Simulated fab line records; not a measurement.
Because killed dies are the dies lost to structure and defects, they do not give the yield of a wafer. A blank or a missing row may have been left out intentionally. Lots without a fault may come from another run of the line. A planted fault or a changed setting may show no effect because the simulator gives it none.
2 desks, one fault -- flow n5 finfet -- what lay behind the numbers comes last; until then each desk has only its own

## AT THE METROLOGY DESK
Means of the sampled wafers that have a number, per lot and without regard to the tool the lot ran on: this is what the gauges read. Any lot whose mean is over 4 standard deviations away from the usual mean is out of limits and marked OUT; that distance is given in the brackets. It has 11 readings; the 7 that lie furthest out on some lot are the ones shown.
Columns: A = cd nm at N5_HKMG_FIN_CD_MEAS_49, usual 202.4 nm; B = DIBL_P at N5_BEOL_M4_RC_MEAS_101, usual 36.5 mV/V; C = IOFF_P at N5_BEOL_M4_RC_MEAS_101, usual 0.22 nA/um; D = ION_N at N5_BEOL_M4_RC_MEAS_101, usual 677 uA/um; E = ION_P at N5_BEOL_M4_RC_MEAS_101, usual 463 uA/um; F = SS_N at N5_BEOL_M4_RC_MEAS_101, usual 71.6 mV/dec; G = VT_P at N5_BEOL_M4_RC_MEAS_101, usual -250 mV
lot,first seen here,A,B,C,D,E,F,G
L778,day 3 23:35,202.4,33.3,0.17,662,450,70.9,-254
L779,day 4 04:01,202.3,35.7,0.19,678,457,71.3,-254
L781,day 4 18:17,202.8,38.8,0.21,682,460,71.7,-253
L783,day 5 06:52,203.3,36.2,0.21,685,470,71.6,-248
L785,day 5 17:32,201.4,34.4,0.19,673,460,71.1,-250
L790,day 6 22:36,202.0,34.8,0.21,665,454,72.0,-250
L791,day 7 08:03,202.0,37.1,0.20,677,459,72.2,-252
L799,day 9 08:05,202.8,34.5,0.20,656,460,71.2,-250
L800,day 9 13:22,201.7,37.6,0.25,681,471,71.9,-246
L801,day 9 17:07,202.1,37.8,0.24,667,461,72.4,-248
This desk found nothing out of limits on any of the 10 lots.

## THE TOOL OWNER'S DESK: ald metal-02
The tool's own readings at N5_HKMG_FIN_PWFM_ALD_03 (deposits TiN, target thk 2 nm, pulse time 1 s, purge time 3 s): means of the sampled wafers that have a number, for each lot that ran on this tool. Any lot whose mean is over 4 standard deviations away from the usual mean is out of limits and marked OUT; that distance is given in the brackets.
Columns: A = heater power w at N5_HKMG_FIN_PWFM_ALD_03, usual 885 W; B = precursor pulse height rel at N5_HKMG_FIN_PWFM_ALD_03, usual 0.999; C = susceptor temp C at N5_HKMG_FIN_PWFM_ALD_03, usual 399.98 C
lot,first seen here,A,B,C
L778,day 4 02:07,894,0.993,399.84
L779,day 4 06:32,858,1.007,399.76
L783,day 5 09:25,904,0.995,396.81 (-16) OUT
L790,day 7 01:31,889,0.997,397.05 (-15) OUT
L799,day 9 10:38,918,0.992,399.92
This desk's finding: out of limits on L783, L790; first on L783, day 5 09:25 (susceptor temp C at N5_HKMG_FIN_PWFM_ALD_03). L778, L779, L799: within limits.

## BROUGHT TOGETHER
An alarm could have come from the tool owner's desk at day 5 09:25, on L783, L790.
Metrology desk: nothing out of limits seen.
The metrology desk holds a record of L783, L790, inside its limits.
Every lot named ran N5_HKMG_FIN_PWFM_ALD_03 on ald metal-02.

## WHAT THE SIMULATOR HAD INSERTED
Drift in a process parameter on ald metal-02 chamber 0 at N5_HKMG_FIN_PWFM_ALD_03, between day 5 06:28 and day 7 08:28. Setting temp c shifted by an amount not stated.
Struck lots among those shown: L783, L790.
Time in hours from fault onset to the first out-of-limits reading at each desk: the tool owner's desk, 3.
